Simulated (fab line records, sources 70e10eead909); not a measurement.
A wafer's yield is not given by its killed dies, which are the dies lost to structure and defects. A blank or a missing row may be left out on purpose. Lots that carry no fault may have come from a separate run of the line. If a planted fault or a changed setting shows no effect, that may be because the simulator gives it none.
Which of the tools did it? | flow nand-harc | Sampling: 7 lots, 19 wafers, 2 of 1302 route steps

== WHAT THE GAUGES READ, wafer by wafer ==
NHARC_A_ONON_D1_THK_MEAS_27: measures by ellipsometry.
lot  | measured     | on            | thk-nm (nm)
L359 | day 8 20:05  | film-metro-02 | 998 998 996
L362 | day 10 04:23 | film-metro-01 | 999 999 999
L365 | day 11 09:43 | film-metro-01 | 998 998 997
L367 | day 12 12:44 | film-metro-01 | 990 988 991
L371 | day 14 12:59 | film-metro-01 | 1010 563
L374 | day 15 10:09 | film-metro-02 | 566 1015
L379 | day 17 06:34 | film-metro-01 | 1006 1004 1004

== TOOL THAT RAN EACH LOT (tool first, then ch and the chambers of the sampled wafers, then the start) ==
lot  | NHARC_A_ONON_D1_DEP_25
L359 | pecvd-onon-03 ch 0, day 8 19:34
L362 | pecvd-onon-01 ch 0, day 10 03:52
L365 | pecvd-onon-02 ch 0, day 11 09:12
L367 | pecvd-onon-02 ch 0, day 12 12:17
L371 | pecvd-onon-02 ch 0, day 14 12:32
L374 | pecvd-onon-02 ch 0, day 15 09:38
L379 | pecvd-onon-03 ch 0, day 17 06:03
- NHARC_A_ONON_D1_DEP_25: target thk 1000 nm.

== THE ANSWER, worked out from the rows above alone ==
Rule: usual is defined by the lots themselves. Put in order of their means at a reading, lots are off if they are a third of the lots or fewer, leave a main group of 4 or more, and stand apart from it by a gap of 3 or more times the standard deviation of the main group's means; of several such gaps the widest counts. A main group is skipped when, at the precision printed for the reading in the tables above, its means are all equal. A lot without any number at a reading at which 4 lots or more have one is off too. Any other lot the step has rows for is counted as sound.
Off, at NHARC_A_ONON_D1_THK_MEAS_27 on thk-nm: L371, L374. The main group has a mean of 998 nm with a standard deviation of 4.8.
If a tool, at a process step before that reading, ran all the lots that are off and no sound lot after the first of them, it fits. Those tools and the gauges at NHARC_A_ONON_D1_THK_MEAS_27 are tried in the same way. One fits: NHARC_A_ONON_D1_DEP_25 on pecvd-onon-02. A fault onset in the window from L367 (day 12 12:17, its last sound lot) to L371 (day 14 12:32, its first lot off) fits.

== WHAT THE SIMULATOR HAD INSERTED ==
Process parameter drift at NHARC_A_ONON_D1_DEP_25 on pecvd-onon-02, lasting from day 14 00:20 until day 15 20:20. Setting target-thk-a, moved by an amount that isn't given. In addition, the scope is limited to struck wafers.
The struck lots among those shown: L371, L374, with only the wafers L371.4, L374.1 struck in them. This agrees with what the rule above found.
